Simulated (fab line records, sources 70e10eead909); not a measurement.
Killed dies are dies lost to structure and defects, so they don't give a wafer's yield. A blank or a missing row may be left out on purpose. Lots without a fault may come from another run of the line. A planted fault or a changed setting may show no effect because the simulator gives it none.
One fault seen from 2 desks | flow nand_harc | each desk has only its own numbers; what lay behind them comes last

THE DEFECT DESK
What the inspections along the route counted, lot by lot: means of the sampled wafers that have a number. A lot is out of limits, marked OUT, if its mean lies more than 4 standard deviations from the usual mean; the brackets give that distance.
Columns: A = raw_defect_count at NHARC_A_SIN_REMOVE_INSPECT_04, usual 307
lot  | first seen here | A
L978 | day 14 11:40    | 272
L981 | day 14 20:49    | 446
L982 | day 15 18:56    | 341
L984 | day 16 22:50    | 557
L991 | day 17 18:46    | 595
L992 | day 17 18:47    | 434
L994 | day 18 11:54    | 273
L993 | day 18 18:49    | 344
L996 | day 19 05:27    | 303
L999 | day 20 02:46    | 423
L101 | day 20 02:46    | 247
L100 | day 20 12:16    | 306
This desk's finding: nothing out of limits on any of the 12 lots.

THE METROLOGY DESK
What the gauges read, lot by lot, whatever tool the lot ran on: means of the sampled wafers that have a number. A lot is out of limits, marked OUT, if its mean lies more than 4 standard deviations from the usual mean; the brackets give that distance.
Columns: A = cd_nm at NHARC_A_SLIT_CD_MEAS_09, usual 300.0 nm
lot  | first seen here | A
L978 | day 13 23:19    | 300.2
L981 | day 14 09:43    | 300.3
L982 | day 15 07:23    | 300.6
L984 | day 16 12:18    | 300.0
L991 | day 17 07:22    | 299.6
L992 | day 17 08:28    | 300.6
L994 | day 17 22:17    | 299.5
L993 | day 18 07:30    | 300.7
L996 | day 18 18:14    | 300.8
L999 | day 19 15:42    | 300.5
L101 | day 19 17:11    | 299.9
L100 | day 19 22:32    | 299.7
This desk's finding: nothing out of limits on any of the 12 lots.

PUT TOGETHER
The defect desk saw nothing out of limits.
The metrology desk saw nothing out of limits.

WHAT THE SIMULATOR HAD PUT IN
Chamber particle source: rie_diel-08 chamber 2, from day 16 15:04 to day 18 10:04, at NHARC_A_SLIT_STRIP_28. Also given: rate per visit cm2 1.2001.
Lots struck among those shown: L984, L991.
